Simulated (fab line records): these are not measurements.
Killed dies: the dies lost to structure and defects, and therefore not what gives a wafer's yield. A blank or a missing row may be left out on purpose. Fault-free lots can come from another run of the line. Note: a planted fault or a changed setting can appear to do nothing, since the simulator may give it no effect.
fab line records    flow nand_harc
record: lots: 13  wafers: 39  last_day: 33
route steps=1302 shown P_BONDPAD@352 A_BONDPAD@1225 THIN_TSV@1264 END@1302
lots with no fault: from the same line, run without faults
start_h: start of the lot's first displayed wafer, in hours after the record's first day    wait_h: hours elapsed since this lot's preceding step    " same as the row above    L1.1+2: several wafers, shown together as one row    - no value present, or no start provided    * or withheld: withheld    < > ~ a bound
route shown NAME@n: names a module that has steps shown in the file, with the first one's number in the route    usual: mean/standard deviation of fault-free wafers    same: alike in all rows    chamber/n: place in a boat    sites: each site's reading    _std_site: how widely they spread, as a standard deviation    _edge_site: inner sites' mean taken away from outer sites' mean    radius_mm: how far each site lies from the wafer's centre    mask NAME#n: copy n    behind: tool/chamber where the wafer was last shaped    hold: cause of the lot's hold/its duration in hours/its outcome    device: whichever transistor did not switch (one of n, p or np)    end of line: at the end of the route, the tests of the same wafers    a step with no rows: only its recipe    killed: not the wafer's yield, but the dies lost to structure and defects at the first sort    map: a wafer's dies, x killed, . not, _ none there
set.NAME: setting as actually run; set.NAME@STEP: the setting as run at that earlier step    model.NAME: the simulator's own value behind a step, which no gauge read
one table for each step of the route and one row for each wafer, over a sample of lots
services: from which hour (start_h, from the record's first day; less than 0 if before it) a tool's chamber was out of use, for how many hours, and why
== steps ==
step: NHARC_P_BONDPAD_CMP_32
recipe: target_thk_nm: 200  material: SiCN
usual: motor_current_A: 12.6/1.1
lot.wafer  tool    chamber  start_h  wait_h  motor_current_A
L591.4     cmp-01  2        140.02   -       13.5
L591.5     "       2        "        "       12.7
L591.6     "       3        "        "       13.4
L593.4     cmp-01  3        149.00   -       13.5
L593.1     "       1        "        "       9.9
L593.5     "       2        "        "       13.3
L594.4     cmp-04  0        160.43   -       12.1
L594.2     "       1        "        "       14.4
L594.5     "       0        "        "       12.2
L595.4     cmp-02  3        174.60   -       12.5
L595.1     "       0        "        "       12.8
L595.5     "       1        "        "       13.1
L598.1     cmp-02  1        203.30   -       13.3
L598.5     "       3        "        "       12.3
L598.6     "       0        "        "       13.7
L599.4     cmp-02  3        210.63   -       12.6
L599.1     "       0        "        "       12.9
L599.6     "       2        "        "       11.0
L601.2     cmp-04  3        238.03   -       10.9
L601.3     "       2        "        "       13.8
L601.6     "       0        "        "       11.9
L607.2     cmp-02  1        292.32   -       13.4
L607.1     "       0        "        "       13.1
L607.6     "       2        "        "       12.0
L606.2     cmp-02  2        293.88   -       11.1
L606.4     "       3        "        "       12.1
L606.6     "       0        "        "       12.9
L608.2     cmp-02  2        304.63   -       11.9
L608.1     "       3        "        "       12.0
L608.6     "       1        "        "       13.5
L611.1     cmp-02  3        329.53   -       13.1
L611.2     "       1        "        "       13.1
L611.6     "       3        "        "       12.3
L612.2     cmp-04  3        341.19   -       11.3
L612.5     "       0        "        "       11.5
L612.6     "       1        "        "       13.7
L614.3     cmp-02  3        360.80   -       12.9
L614.4     "       0        "        "       14.0
L614.6     "       2        "        "       11.5
step: NHARC_A_BONDPAD_DEGAS_25
recipe: temp_c: 300  time_s: 60
usual: heater_power_w: 451/55
lot.wafer  tool            chamber  start_h  wait_h  heater_power_w
L593.1     pvd_sputter-02  -        546.95   -       490
L593.4     "               -        "        "       518
L593.5     "               -        "        "       529
L591.4     pvd_sputter-01  -        547.47   -       487
L591.5     "               -        "        "       420
L591.6     "               -        "        "       498
L594.4     pvd_sputter-01  -        549.99   -       471
L594.2     "               -        "        "       422
L594.5     "               -        "        "       467
L595.1     pvd_sputter-03  -        566.39   -       503
L595.4     "               -        "        "       479
L595.5     "               -        "        "       509
L599.4     pvd_sputter-01  -        605.96   -       422
L599.1     "               -        "        "       411
L599.6     "               -        "        "       478
L598.1     pvd_sputter-03  -        609.99   -       507
L598.5     "               -        "        "       499
L598.6     "               -        "        "       526
L601.2     pvd_sputter-02  -        657.65   -       514
L601.3     "               -        "        "       517
L601.6     "               -        "        "       513
L607.1     pvd_sputter-02  -        695.17   -       413
L607.2     "               -        "        "       524
L607.6     "               -        "        "       394
L608.2     pvd_sputter-03  -        700.69   -       455
L608.1     "               -        "        "       490
L608.6     "               -        "        "       381
L606.4     pvd_sputter-02  -        702.14   -       330
L606.2     "               -        "        "       401
L606.6     "               -        "        "       336
L611.1     pvd_sputter-01  -        723.83   -       414
L611.2     "               -        "        "       489
L611.6     "               -        "        "       473
L612.2     pvd_sputter-03  -        733.15   -       469
L612.5     "               -        "        "       523
L612.6     "               -        "        "       394
L614.4     pvd_sputter-03  -        763.42   -       466
L614.3     "               -        "        "       529
L614.6     "               -        "        "       455
step: NHARC_THIN_TSV_CD_MEAS_16
usual: cd_nm: 999.8/1.7
lot.wafer  tool       chamber  start_h  wait_h  cd_nm
L593.1     cd_sem-01  -        561.79   0.1     998.5
L593.4     "          -        "        "       997.5
L593.5     "          -        "        "       997.7
L594.2     cd_sem-01  -        562.78   0.1     999.8
L594.4     "          -        "        "       1001.6
L594.5     "          -        "        "       999.1
L591.4     cd_sem-01  -        564.22   0.1     998.7
L591.5     "          -        "        "       998.2
L591.6     "          -        "        "       999.6
L595.1     cd_sem-01  -        581.14   0.1     998.7
L595.4     "          -        "        "       997.6
L595.5     "          -        "        "       999.6
L599.1     cd_sem-02  -        622.90   0.1     999.2
L599.4     "          -        "        "       1000.0
L599.6     "          -        "        "       998.6
L598.1     cd_sem-03  -        624.11   0.1     996.8
L598.5     "          -        "        "       1000.2
L598.6     "          -        "        "       996.5
L601.2     cd_sem-03  -        672.71   0.1     1002.0
L601.3     "          -        "        "       999.7
L601.6     "          -        "        "       1001.1
L607.1     cd_sem-02  -        709.91   0.1     1001.3
L607.2     "          -        "        "       998.3
L607.6     "          -        "        "       1003.1
L608.1     cd_sem-02  -        715.41   0.1     997.8
L608.2     "          -        "        "       1000.4
L608.6     "          -        "        "       998.5
L606.2     cd_sem-02  -        717.72   0.1     1000.3
L606.4     "          -        "        "       999.5
L606.6     "          -        "        "       997.7
L611.1     cd_sem-03  -        738.49   0.1     998.9
L611.2     "          -        "        "       996.9
L611.6     "          -        "        "       997.9
L612.2     cd_sem-01  -        749.97   0.1     999.7
L612.5     "          -        "        "       998.5
L612.6     "          -        "        "       998.8
L614.3     cd_sem-03  -        780.44   0.1     998.4
L614.4     "          -        "        "       1002.4
L614.6     "          -        "        "       998.1
step: NHARC_THIN_TSV_CD_MEAS_33
recipe: target_cd_nm: 5000  landing_energy_ev: 500
usual: cd_nm: 5000.2/2.3
lot.wafer  tool       chamber  start_h  wait_h  cd_nm
L593.1     cd_sem-02  0        566.69   -       5003.8
L593.4     "          0        "        "       5001.5
L593.5     "          0        "        "       5002.7
L594.2     cd_sem-01  0        567.66   -       4999.4
L594.4     "          0        "        "       5002.6
L594.5     "          0        "        "       5000.6
L591.4     cd_sem-02  0        569.28   -       5001.9
L591.5     "          0        "        "       5002.6
L591.6     "          0        "        "       5001.9
L595.1     cd_sem-01  0        586.08   -       4997.8
L595.4     "          0        "        "       5002.9
L595.5     "          0        "        "       4999.6
L599.1     cd_sem-02  0        627.89   -       5002.0
L599.4     "          0        "        "       4995.9
L599.6     "          0        "        "       4995.8
L598.1     cd_sem-02  0        629.15   -       5001.1
L598.5     "          0        "        "       5000.6
L598.6     "          0        "        "       5000.2
L601.2     cd_sem-03  0        677.74   -       5005.2
L601.3     "          0        "        "       5003.6
L601.6     "          0        "        "       5001.2
L607.1     cd_sem-02  0        714.74   -       4997.7
L607.2     "          0        "        "       5001.3
L607.6     "          0        "        "       5000.4
L608.1     cd_sem-01  0        720.75   -       4999.5
L608.2     "          0        "        "       5000.8
L608.6     "          0        "        "       4998.4
L606.2     cd_sem-01  0        722.67   -       5000.4
L606.4     "          0        "        "       4998.8
L606.6     "          0        "        "       5001.5
L611.1     cd_sem-01  0        743.44   -       5001.2
L611.2     "          0        "        "       5002.3
L611.6     "          0        "        "       5002.6
L612.2     cd_sem-01  0        754.92   -       4999.5
L612.5     "          0        "        "       4998.7
L612.6     "          0        "        "       5000.4
L614.3     cd_sem-02  0        785.28   -       5002.3
L614.4     "          0        "        "       4998.6
L614.6     "          0        "        "       5001.4
step: NHARC_END_SORT_01
recipe: temp_c: 25
usual: defect_limited_yield: 91.6/2.8  killed_at_array: 52/18  killed_at_other: 0.6/1.1  killed_at_periphery: 3.7/2.4  killed_dies: 57/19  killed_open: 3.1/1.7  killed_short: 2.5/1.7  sort_bin_2_pct: 3.0/1.2  sort_bin_3_pct: 0.6/0.38  sort_bin_4_pct: 4.8/1.7  sort_n_pass: 620/19  sort_rim_yield_pct: 91/4.1  sort_yield_pct: 91.6/2.8
same: gross_dies: 677  sort_bin_5_pct[%]: 0  sort_bin_6_pct[%]: 0  sort_bin_7_pct[%]: 0  sort_bin_8_pct[%]: 0  sort_rim_n_gross: 106.00
lot.wafer  tool       chamber  start_h  wait_h  defect_limited_yield[%]  killed_at_array  killed_at_other  killed_at_periphery  killed_dies  killed_open  killed_short  sort_bin_2_pct[%]  sort_bin_3_pct[%]  sort_bin_4_pct[%]  sort_n_pass  sort_rim_yield_pct[%]  sort_yield_pct[%]
L599.1     prober-02  0        636.84   2.4     46.1                     45               0                320                  365          3            2             17.4               4.0                32.5               312          49                     46.1
L599.4     prober-02  0        639.22   3.4     46.1                     39               1                325                  365          2            1             18.5               5.2                30.3               312          49                     46.1
L599.6     prober-02  0        640.81   4.0     48.4                     45               1                303                  349          4            3             17.6               4.0                30.0               328          48                     48.4
L598.1     prober-01  0        636.93   2.5     46.5                     49               0                313                  362          1            3             20.1               4.6                28.8               315          40                     46.5
L598.5     prober-01  0        640.21   3.8     49.8                     51               0                289                  340          6            0             19.1               4.3                26.9               337          55                     49.8
L598.6     prober-01  0        641.03   4.1     48.0                     51               0                301                  352          3            2             19.6               2.5                29.8               325          49                     48.0
killed by level:class
L599.1 P_BONDPAD:unspecified=320 A_CHANNEL_HOLE_D1:chamber_film_flake=25 A_CHANNEL_HOLE_D2:chamber_film_flake=6 A_CONTACT:chamber_film_flake=3 A_CHANNEL_FILL_D1:chamber_film_flake=2 A_DECK1_JOINT:chamber_film_flake=2 A_CHANNEL_FILL_D1:geometric_particle:short=1 A_CHANNEL_HOLE_D2:geometric_particle:open=1
L598.1 P_BONDPAD:unspecified=309 A_SLIT:chamber_film_flake=21 A_CHANNEL_HOLE_D2:chamber_film_flake=17 A_CONTACT:chamber_film_flake=3 P_CONTACT:chamber_film_flake=2 A_CHANNEL_FILL_D1:chamber_film_flake=2 P_M2:geometric_particle:short=1 A_ONON_D1:geometric_particle:open=1
L599.4 P_BONDPAD:unspecified=325 A_CHANNEL_HOLE_D1:chamber_film_flake=27 A_CHANNEL_HOLE_D2:chamber_film_flake=4 A_CONTACT:chamber_film_flake=2 A_WL_FILL:geometric_particle:short=1 A_BLC:geometric_particle:open=1 A_M0:geometric_particle:open=1 A_ZERO_WELL:chamber_film_flake=1
L598.5 P_BONDPAD:unspecified=284 A_SLIT:chamber_film_flake=20 A_CHANNEL_HOLE_D2:chamber_film_flake=20 A_CHANNEL_HOLE_D1:chamber_film_flake=3 P_M0:geometric_particle:open=2 A_WL_FILL:chamber_film_flake=2 A_CONTACT:chamber_film_flake=2 P_GATE:geometric_particle:open=1
L599.6 P_BONDPAD:unspecified=300 A_CHANNEL_HOLE_D1:chamber_film_flake=15 A_CONTACT:chamber_film_flake=10 A_CHANNEL_HOLE_D2:chamber_film_flake=9 A_DECK1_JOINT:chamber_film_flake=4 P_M0:geometric_particle:open=1 A_CHANNEL_FILL_D1:geometric_particle:open=1 A_DECK1_JOINT:geometric_particle:open=1
L598.6 P_BONDPAD:unspecified=299 A_SLIT:chamber_film_flake=24 A_CHANNEL_HOLE_D2:chamber_film_flake=18 A_CONTACT:chamber_film_flake=3 A_ONON_D2:geometric_particle:open=2 P_CONTACT:geometric_particle:open=1 A_CHANNEL_FILL_D1:geometric_particle:short=1 A_M0:geometric_particle:short=1
== services ==
tool            chamber  start_h  hours  kind
cmp-02          -        134.51   4.0    pm
cmp-02          -        144.11   29.0   repair
pvd_sputter-03  -        170.00   10.0   pm
cmp-02          -        182.35   4.2    repair
cmp-02          -        200.26   2.6    repair
cmp-02          -        212.58   0.4    repair
cmp-02          -        232.51   4.0    pm
cmp-02          -        279.68   0.3    repair
cmp-02          -        330.51   4.0    pm
cmp-02          -        344.82   2.1    repair
pvd_sputter-03  -        348.00   10.0   pm
cmp-02          -        359.11   0.4    repair
pvd_sputter-03  -        381.05   14.2   repair
cmp-02          -        415.54   2.6    repair
cmp-02          -        428.66   4.0    pm
pvd_sputter-03  -        494.51   3.1    repair
cmp-02          -        508.87   4.0    repair
cmp-02          -        515.09   3.7    repair
pvd_sputter-03  -        526.00   10.0   pm
cmp-02          -        526.66   4.0    pm
pvd_sputter-03  -        551.05   10.1   repair
cmp-02          -        615.01   12.4   repair
cmp-02          -        657.00   0.5    repair
cmp-02          -        725.54   4.0    pm
== key ==
first_sign: step: NHARC_END_SORT_01  reading: killed_at_periphery  direction: up  sigmas: 99+  usual: 3.7  struck: 308.5
effect: step: NHARC_END_SORT_01  reading: killed_dies  direction: up  sigmas: 16  usual: 57  struck: 356
more_kills_born_at: NHARC_P_BONDPAD_CMP_32@cmp-02: 1837
met_at NHARC_P_BONDPAD_CMP_32
struck_lots L598,L599
not_acting_at NHARC_A_BONDPAD_DEGAS_25,NHARC_THIN_TSV_CD_MEAS_16,NHARC_THIN_TSV_CD_MEAS_33
onset_between 174.60 203.30
fault: kind: chamber_particle_source  tool: cmp-02  chamber: -  onset_h: 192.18  steps: NHARC_P_BONDPAD_CMP_32  rate_per_visit_cm2: 0.69756  end_h: 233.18
